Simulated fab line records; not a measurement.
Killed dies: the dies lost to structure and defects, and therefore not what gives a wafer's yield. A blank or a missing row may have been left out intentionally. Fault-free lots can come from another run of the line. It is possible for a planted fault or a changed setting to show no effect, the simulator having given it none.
Which of the tools did it?	flow nand_harc	12 lots, 36 wafers sampled, at 5 steps of a route of 1159

## WHAT THE GAUGES SHOWED, per wafer
NHARC_END_SORT_01. Usual: defect_limited_yield 95.4 %, standard deviation 1.4; killed_at_array 27, standard deviation 10; killed_at_other 0.6, standard deviation 1; killed_at_periphery 3.4, standard deviation 2.7; killed_dies 31, standard deviation 9.7; killed_open 3.4, standard deviation 1.7; killed_short 2.2, standard deviation 1.5; sort_bin_2_pct 1.4 %, standard deviation 0.57; sort_bin_3_pct 0.25 %, standard deviation 0.23; sort_bin_4_pct 3.0 %, standard deviation 0.94; sort_n_pass 646, standard deviation 9.7; sort_rim_yield_pct 95.3 %, standard deviation 3; sort_yield_pct 95.4 %, standard deviation 1.4.
lot	measured	on	defect_limited_yield (%)	killed_at_array	killed_at_other	killed_at_periphery	killed_dies	killed_open	killed_short	sort_bin_2_pct (%)	sort_bin_3_pct (%)	sort_bin_4_pct (%)	sort_n_pass	sort_rim_yield_pct (%)	sort_yield_pct (%)	flag
L178	day 19 19:13	prober-02	95.0 96.2 95.7	31 25 25	0 0 0	3 1 4	34 26 29	5 1 3	3 1 1	1.5 1.0 1.6	0.15 0.15 0.15	3.4 2.7 2.5	643 651 648	93.4 98.1 98.1	95.0 96.2 95.7	
L189	day 22 23:04	prober-02	0 0 0	30 21 38	645 654 638	2 2 1	677 677 677	4 2 7	1 1 3	96.2 97.6 95.9	0.89 0.15 0.15	3.0 2.2 4.0	0 0 0	0 0 0	0 0 0	OFF
L190	day 23 13:26	prober-01	0 0 0	19 35 22	656 639 653	2 3 2	677 677 677	1 4 2	1 0 2	98.1 96.2 97.5	0.15 0.30 0.15	1.8 3.5 2.4	0 0 0	0 0 0	0 0 0	OFF
L193	day 24 02:54	prober-01	93.4 94.1 92.9	45 40 48	0 0 0	0 0 0	45 40 48	2 1 6	3 1 0	1.9 1.6 3.0	0.15 0.44 0.44	4.6 3.8 3.7	632 637 629	88.7 97.2 95.3	93.4 94.1 92.9	
L195	day 24 12:23	prober-01	95.4 95.3 94.7	30 31 32	0 0 0	1 1 4	31 32 36	3 3 7	4 4 2	0.7 1.2 1.9	0.44 0.30 0	3.4 3.2 3.4	646 645 641	95.3 100.0 93.4	95.4 95.3 94.7	
L197	day 24 22:47	prober-02	91.3 91.9 92.8	52 49 42	1 2 1	6 4 6	59 55 49	4 6 5	1 3 0	2.1 2.5 2.8	0.74 1.03 0.44	5.9 4.6 4.0	618 622 628	84.9 91.5 90.6	91.3 91.9 92.8	

## EACH LOT AND THE TOOL THAT RAN IT (in order: tool; ch and the chambers of the sampled wafers; start)
lot	NHARC_HYBRID_BOND_ACTIVATE_00	NHARC_THIN_TSV_ETCH_15	NHARC_THIN_TSV_DEP_47	NHARC_THIN_TSV_DEGAS_49
L176	rie_diel-13 ch 0,2,3, day 18 08:48	rie_si-02 ch 0,1,3, day 19 03:25	pecvd-01 ch 0,2, day 19 04:28	pvd_sputter-02, day 19 05:23
L177	rie_diel-13 ch 1,2,3, day 18 10:29	rie_si-05 ch 1,2, day 19 04:44	pecvd-03 ch 0,2, day 19 05:52	pvd_sputter-02, day 19 06:49
L178	rie_diel-11 ch 0,2,3, day 18 11:09	rie_si-01 ch 1,2,3, day 19 05:55	pecvd-04 ch 0,1, day 19 07:05	pvd_sputter-02, day 19 07:58
L179	rie_diel-13 ch 0,1, day 18 17:06	rie_si-01 ch 1,2,3, day 19 08:04	pecvd-01 ch 0,1,2, day 19 09:08	pvd_sputter-03, day 19 10:11
L189	rie_diel-09 ch 1,2, day 21 18:58	rie_si-01 ch 0,1, day 22 09:19	pecvd-04 ch 0,2, day 22 10:26	pvd_sputter-03, day 22 11:21
L191	rie_diel-11 ch 2,3, day 22 08:49	rie_si-01 ch 0,1,3, day 22 22:04	pecvd-01 ch 1,2, day 22 23:10	pvd_sputter-01, day 23 00:29
L190	rie_diel-13 ch 0,1,2, day 22 09:35	rie_si-05 ch 1,2,3, day 22 23:13	pecvd-01 ch 0,2, day 23 00:22	pvd_sputter-01, day 23 01:22
L193	rie_diel-09 ch 0,1, day 22 17:23	rie_si-05 ch 0,2, day 23 05:13	pecvd-03 ch 1,2, day 23 06:27	pvd_sputter-02, day 23 07:45
L195	rie_diel-13 ch 0,1,2, day 23 01:16	rie_si-02 ch 1,3, day 23 16:17	pecvd-03 ch 0,1, day 23 20:42	pvd_sputter-02, day 23 21:37
L192	rie_diel-13 ch 0,1,2, day 23 11:56	rie_si-05 ch 0,2,3, day 24 02:35	pecvd-03 ch 0,1, day 24 03:35	pvd_sputter-03, day 24 04:47
L197	rie_diel-13 ch 0,1,2, day 23 13:09	rie_si-01 ch 0,1,3, day 24 01:14	pecvd-01 ch 0,1,2, day 24 02:15	pvd_sputter-03, day 24 03:12
L196	rie_diel-13 ch 0,1,2, day 23 18:13	rie_si-05 ch 0,1,2, day 24 07:24	pecvd-03 ch 0,1,2, day 24 08:28	pvd_sputter-02, day 24 09:26
- NHARC_HYBRID_BOND_ACTIVATE_00: chemistry N2, time 60 s.
- NHARC_THIN_TSV_ETCH_15: target depth 3000 nm, bosch target overetch cycles 2, bosch etch step 2.8 s.
- NHARC_THIN_TSV_DEP_47: deposits SiO2, target thk 200 nm.
- NHARC_THIN_TSV_DEGAS_49: time 120 s.

## AS READ BY THE TOOLS THEMSELVES (means over the sampled wafers that have a number; for cases with no such wafer, the mark the record gives instead)
NHARC_HYBRID_BOND_ACTIVATE_00. Usual: drypump_motor_current_A 5.6 A, standard deviation 0.37; mfc_ar_sccm 0.014 sccm, standard deviation 0.013; oes_product_au 0.999 a.u., standard deviation 0.007; rf_vpp_V 64.0 V, standard deviation 0.87; showerhead_plenum_p_Torr 1.76 Torr, standard deviation 0.058.
lot	tool	drypump_motor_current_A (A)	mfc_ar_sccm (sccm)	oes_product_au (a.u.)	rf_vpp_V (V)	showerhead_plenum_p_Torr (Torr)	flag
L176	rie_diel-13	5.6	0.011	0.995	63.4	1.76	
L177	rie_diel-13	5.7	0.009	0.993	63.6	1.76	
L178	rie_diel-11	6.1	0.019	1.006	62.9	1.73	
L179	rie_diel-13	5.7	0.024	1.001	63.6	1.79	
L189	rie_diel-09	4.9	0.000	0.998	63.0	1.72	
L191	rie_diel-11	6.3	0.029	1.014	63.4	1.66	
L190	rie_diel-13	5.5	0.019	1.003	63.9	1.76	
L193	rie_diel-09	5.0	0.004	1.007	64.2	1.73	
L195	rie_diel-13	5.5	0.019	1.006	64.0	1.75	
L192	rie_diel-13	5.5	0.019	0.996	64.4	1.75	
L197	rie_diel-13	5.5	0.019	0.995	64.2	1.75	
L196	rie_diel-13	5.5	0.019	0.997	63.6	1.75	

NHARC_THIN_TSV_ETCH_15. Usual: drypump_motor_current_A 5.8 A, standard deviation 0.41.
lot	tool	drypump_motor_current_A (A)	flag
L176	rie_si-02	6.1	
L177	rie_si-05	6.2	
L178	rie_si-01	5.6	
L179	rie_si-01	5.5	
L189	rie_si-01	-	OFF
L191	rie_si-01	5.4	
L190	rie_si-05	-	OFF
L193	rie_si-05	6.4	
L195	rie_si-02	6.1	
L192	rie_si-05	6.2	
L197	rie_si-01	5.4	
L196	rie_si-05	6.1	

NHARC_THIN_TSV_DEP_47. Usual: flow_sccm 2650 sccm, standard deviation 8.1; rf_fwd_power_W 898.5 W, standard deviation 2.7; throttle_valve_pct 16.1 %, standard deviation 0.63.
lot	tool	flow_sccm (sccm)	rf_fwd_power_W (W)	throttle_valve_pct (%)	flag
L176	pecvd-01	2656	899.2	15.8	
L177	pecvd-03	2660	900.2	15.7	
L178	pecvd-04	2650	900.8	15.6	
L179	pecvd-01	2654	898.9	16.2	
L189	pecvd-04	2648	897.9	16.0	
L191	pecvd-01	2654	897.4	16.8	
L190	pecvd-01	2651	899.8	15.9	
L193	pecvd-03	2645	896.6	15.6	
L195	pecvd-03	2646	897.3	16.4	
L192	pecvd-03	2650	897.8	16.4	
L197	pecvd-01	2649	900.2	16.4	
L196	pecvd-03	2647	901.3	16.2	

NHARC_THIN_TSV_DEGAS_49. Usual: heater_power_w 452 W, standard deviation 29.
lot	tool	heater_power_w (W)	flag
L176	pvd_sputter-02	436	
L177	pvd_sputter-02	450	
L178	pvd_sputter-02	460	
L179	pvd_sputter-03	463	
L189	pvd_sputter-03	475	
L191	pvd_sputter-01	444	
L190	pvd_sputter-01	431	
L193	pvd_sputter-02	428	
L195	pvd_sputter-02	420	
L192	pvd_sputter-03	476	
L197	pvd_sputter-03	485	
L196	pvd_sputter-02	439	

## THE ANSWER, worked out from the rows above alone
Rule: a lot is off if the mean of its wafers that have a number lies more than 3 standard deviations from the usual mean. A lot without any number at a reading at which 4 lots or more have one is off too. Any other lot the step has rows for is counted as sound. Order of review: gauges by route order, followed by the tools' own readings, for which a lot's mean as printed above is used. At the first step where some lot is off, the reading lying furthest off is the one used; lots without a number count as furthest.
Off: L189, L190, at NHARC_END_SORT_01 (killed_at_other). Neither off nor sound, because the step has no rows for them: L176, L177, L179, L191, L192, L196.
A tool fits if, at a process step before that reading, it ran every lot that is off, and no sound lot after the first of them. Not tried: the gauges at NHARC_END_SORT_01; whatever is off there is also off at NHARC_THIN_TSV_ETCH_15, on other tools, and gauge error can't account for it. Not one of the candidates tried fits.

## WHAT THE SIMULATOR HAD PUT IN
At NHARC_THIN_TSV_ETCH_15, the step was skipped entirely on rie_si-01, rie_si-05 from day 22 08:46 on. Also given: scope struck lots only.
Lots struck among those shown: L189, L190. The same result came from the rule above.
